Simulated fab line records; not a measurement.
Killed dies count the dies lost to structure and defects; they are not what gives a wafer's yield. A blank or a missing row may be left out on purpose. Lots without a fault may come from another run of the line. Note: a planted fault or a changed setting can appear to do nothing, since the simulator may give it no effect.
The same fault as seen by 3 desks | flow n5-finfet | numbers are kept per desk, each desk with only its own; the story behind them comes last

## THE DEFECT DESK
For each lot, the counts of the inspections along the route, averaged over the sampled wafers that have a number. Marked OUT: a lot whose mean sits more than 4 standard deviations from the usual mean, which makes it out of limits; the brackets give that distance.
Columns: A = raw-defect-count at N5_HKMG_FIN_INSPECT_14, usual 2.0
lot  | first seen here | A
L443 | day 4 02:02     | 5.0
L446 | day 4 22:32     | 0.7
L450 | day 5 21:34     | 1.0
L451 | day 6 08:02     | 1.3
L457 | day 7 14:58     | 2.3
L459 | day 8 02:33     | 2.0
L461 | day 8 13:29     | 0.7
L463 | day 9 03:14     | 2.7
L464 | day 9 08:22     | 3.3
L466 | day 9 19:50     | 1.0
This desk's verdict: no lot among the 10 shows anything out of limits.

## THE METROLOGY DESK
What the gauges read for every lot (on any tool): the sampled wafers with a number, averaged. Marked OUT: a lot whose mean sits more than 4 standard deviations from the usual mean, which makes it out of limits; the brackets give that distance. Readings shown: 7 out of 17 (the first out of limits, and those lying furthest out on some lot).
Columns: A = IOFF_P at N5_BEOL_M4_RC_MEAS_101, usual 0.22 nA/um; B = IOFF_P_85C at N5_BEOL_M4_RC_MEAS_101, usual 3.8 nA/um; C = IOFF_P_LIN at N5_BEOL_M4_RC_MEAS_101, usual 0.102 nA/um; D = ION_P at N5_BEOL_M4_RC_MEAS_101, usual 462 uA/um; E = VT_P at N5_BEOL_M4_RC_MEAS_101, usual -250 mV; F = VT_P_LONG at N5_BEOL_M4_RC_MEAS_101, usual -275.5 mV; G = VT_P_LVT at N5_BEOL_M4_RC_MEAS_101, usual -98.8 mV
lot  | first seen here | A               | B              | C                | D             | E              | F                | G
L443 | day 4 01:14     | 0.19            | 3.4            | 0.092            | 457           | -254           | -277.1           | -100.7
L446 | day 4 21:44     | 0.24            | 4.1            | 0.108            | 470           | -249           | -276.1           | -97.7
L450 | day 5 20:36     | 0.00 (-6.9) OUT | 0.1 (-8.0) OUT | 0.002 (-8.3) OUT | 292 (-23) OUT | -362 (-32) OUT | -385.8 (-37) OUT | -208.7 (-38) OUT
L451 | day 6 07:06     | 0.00 (-6.8) OUT | 0.2 (-7.8) OUT | 0.002 (-8.3) OUT | 304 (-21) OUT | -356 (-30) OUT | -382.0 (-35) OUT | -207.1 (-37) OUT
L457 | day 7 14:02     | 0.25            | 4.3            | 0.113            | 467           | -248           | -274.6           | -94.5
L459 | day 8 01:45     | 0.22            | 3.8            | 0.105            | 461           | -249           | -274.1           | -97.2
L461 | day 8 12:34     | 0.22            | 3.8            | 0.101            | 461           | -251           | -278.3           | -99.4
L463 | day 9 02:26     | 0.19            | 3.4            | 0.087            | 453           | -255           | -279.4           | -104.9
L464 | day 9 07:26     | 0.17            | 3.1            | 0.089            | 462           | -253           | -275.0           | -101.5
L466 | day 9 18:54     | 0.26            | 4.4            | 0.120            | 462           | -246           | -272.3           | -94.4
Per this desk, out of limits: L450, L451; the first was L450, day 9 18:59 (IOFF_P at N5_BEOL_M4_RC_MEAS_101). L443, L446, L457, L459, L461, L463, L464, L466 stayed within limits.

## TOOL OWNER'S DESK, ald-metal-02
The tool's own readings at N5_HKMG_FIN_PWFM_ALD_03 (deposits TiN, target thk 2 nm, pulse time 1 s, purge time 3 s): means of the sampled wafers that have a number, for each lot that ran on this tool. Marked OUT: a lot whose mean sits more than 4 standard deviations from the usual mean, which makes it out of limits; the brackets give that distance.
Columns: A = chamber-pressure-Torr at N5_HKMG_FIN_PWFM_ALD_03, usual 3.000 Torr; B = heater-power-w at N5_HKMG_FIN_PWFM_ALD_03, usual 902 W; C = precursor-pulse-height-rel at N5_HKMG_FIN_PWFM_ALD_03, usual 0.999
lot  | first seen here | A     | B   | C
L443 | day 4 01:16     | 2.993 | 899 | 0.995
L461 | day 8 12:35     | 3.002 | 874 | 0.985
L464 | day 9 07:29     | 2.996 | 884 | 1.013
This desk's verdict: no lot among the 3 shows anything out of limits.

## PUT TOGETHER
An alarm was possible from the metrology desk at day 9 18:59, on L450, L451.
The defect desk saw nothing out of limits.
Nothing out of limits was seen by the tool owner's desk.
The defect desk has L450, L451 on record, within its limits.
The tool owner's desk has no number on record for L450, L451.
The lots listed all ran N5_HKMG_FIN_PWFM_ALD_03 on ald-metal-02.

## WHAT THE SIMULATOR PUT IN
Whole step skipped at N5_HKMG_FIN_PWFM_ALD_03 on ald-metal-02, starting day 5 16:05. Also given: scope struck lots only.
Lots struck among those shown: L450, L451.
Per desk, hours elapsed from the start of the fault to the first reading out of limits: for the metrology desk, 99.
